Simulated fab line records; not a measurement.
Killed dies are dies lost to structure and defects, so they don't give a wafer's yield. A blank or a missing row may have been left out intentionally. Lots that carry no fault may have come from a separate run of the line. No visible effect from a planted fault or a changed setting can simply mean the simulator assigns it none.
Lot-split experiment	flow n5Finfet	39 wafers read from 7 lots, route of 1938 steps

ON THE SPLIT
At N5_BEOL_M0_TRENCH_ETCH_107 (etches SiOC in C4F6/O2, target depth 32.8 nm, time 16.4 s), the setting targetDepthA was moved away from the recipe's 328 angstrom on 18 of the 39 wafers read, by -52.7% to +30.4%. The other wafers ran this setting at the recipe's value.

SPLIT TO READING: what lies between them in the file, 1 step
- N5_BEOL_M0_STRIP_142: strips in N2/H2, time 10 s

THE READING
trenchDepthNm, in nm, at N5_BEOL_M0_OCD_MEAS_108. A value of 33.0 nm with a standard deviation of 0.56 nm is what fault-free wafers of this fab line usually give.

wafer	tool, chamber at the split	targetDepthA as run, angstrom	against the recipe	trenchDepthNm, nm	against lot-mates on the recipe
L077.1	rieDiel-04, 3	328	recipe	32.6	-
L077.2	rieDiel-04, 0,2	389.5	+18.8%	39.9	+6.8
L077.3	rieDiel-04, 0,2	389.5	+18.8%	39.4	+6.3
L077.4	rieDiel-04, 1	328	recipe	33.6	-
L077.5	rieDiel-04, 0	328	recipe	33.1	-
L077.6	rieDiel-04, 3	389.5	+18.8%	39.0	+5.9
L078.1	rieDiel-04, 1	328	recipe	34.0	-
L078.2	rieDiel-04, 0	328	recipe	32.7	-
L078.3	rieDiel-04, 3	328	recipe	32.3	-
L078.4	rieDiel-04, 2	411.1	+25.3%	41.5	+8.5
L078.5	rieDiel-04, 0,3	411.1	+25.3%	41.4	+8.4
L078.6	rieDiel-04, 0,3	411.1	+25.3%	41.6	+8.6
L079.1	rieDiel-04, 1	328	recipe	33.4	-
L079.2	rieDiel-04, 0	278.4	-15.1%	27.6	-5.6
L079.3	rieDiel-04, 3	328	recipe	33.0	-
L079.4	rieDiel-04, 2	328	recipe	33.3	-
L079.5	rieDiel-04, 0	278.4	-15.1%	27.9	-5.3
L079.6	rieDiel-04, 3	278.4	-15.1%	28.1	-5.1
L084.1	rieDiel-04, 3	328	recipe	33.1	-
L084.2	rieDiel-04, 1	328	recipe	33.8	-
L084.3	rieDiel-04, 2	427.8	+30.4%	43.3	+9.8
L084.4	rieDiel-04, 3	427.8	+30.4%	42.7	+9.2
L084.5	rieDiel-04, 1	427.8	+30.4%	44.3	+10.8
L084.6	rieDiel-04, 2	328	recipe	33.7	-
L089.1	rieDiel-02, 1,2	155.2	-52.7%	15.3	-17.3
L089.2	rieDiel-02, 2	328	recipe	33.1	-
L089.3	rieDiel-02, 0	328	recipe	31.9	-
L089.4	rieDiel-02, 3	328	recipe	32.7	-
L089.5	rieDiel-02, 1,2	155.2	-52.7%	15.4	-17.2
L089.6	rieDiel-02, 3	155.2	-52.7%	15.7	-16.9
L090.2	rieDiel-04, 2	328	recipe	32.8	-
L090.3	rieDiel-04, 1	328	recipe	33.5	-
L090.6	rieDiel-04, 2	328	recipe	32.8	-
L095.1	rieDiel-05, 0	328	recipe	33.8	-
L095.2	rieDiel-05, 1	252.4	-23.0%	26.0	-7.7
L095.3	rieDiel-05, 3	252.4	-23.0%	25.4	-8.3
L095.4	rieDiel-05, 2	252.4	-23.0%	25.0	-8.7
L095.5	rieDiel-05, 2	328	recipe	33.4	-
L095.6	rieDiel-05, 1	328	recipe	34.0	-
The file does not say which wafer passed through which chamber wherever a row lists several chambers: such a row stands for several wafers.

FIT RESULTS
A straight line over all 39 wafers: trenchDepthNm changes by +0.336 nm for each +1% of targetDepthA; r = +1.00; the points scatter about the line by 0.49 nm.
The same after taking each lot's own level away (the mean of its wafers on the recipe; 39 wafers): +0.331 nm for each +1%; r = +1.00; scatter 0.47 nm.
Per that fit: largest targetDepthA move, reading shift of 17 nm.
From 32.57 to 33.73 nm: that is the span of the lots' own levels, equal to 2.1 times the standard deviation above.
Consequently the slope shifts little with the lot-to-lot level, the two slopes agreeing.
Check: for one of the wafers moved furthest among these (-52.7%), held out of the fit, the line's prediction against its lot-mates is -17.6 nm. Against them it came out at -17.3 nm.

OTHER SPLITS APPLIED TO THESE WAFERS
Before the reading, these wafers also passed through other splits. Each is held against what the fit with the lots' levels taken away leaves over:
other split on the same wafers	wafers away from the commonest value	r with trenchDepthNm (lot level and that fit taken away)
N5_FIN_SAQP_PECVD_47 timeS	12	-0.14
N5_SD_EPI_N_EPI_21 epiGrowthTimeS	15	-0.15
N5_SD_EPI_P_EPI_21 timeS	12	-0.18

THE WHOLE CHAIN: every reading that the file lists as answering this split, in the file's order
step	what it does	reading	change (the file's fit)	r (the file's)
N5_BEOL_M0_TRENCH_ETCH_107	etches SiOC in C4F6/O2, target depth 32.8 nm, time 16.4 s	BEOL_M0.featureDepthNm (the simulator's own value, which no gauge read)	+0.331 nm for each +1% of the setting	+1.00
N5_BEOL_M0_TRENCH_ETCH_107	etches SiOC in C4F6/O2, target depth 32.8 nm, time 16.4 s	TiN_of_BEOL_M0_SAQP_HM_DEP_02.thkNm (the simulator's own value, which no gauge read)	-0.0146 nm for each +1% of the setting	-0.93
N5_BEOL_M0_OCD_MEAS_108		trenchDepthNm	+0.332 nm for each +1% of the setting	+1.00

THE FILE'S OWN FIT
trenchDepthNm changes by +0.332 nm for each +1% of targetDepthA, r = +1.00.
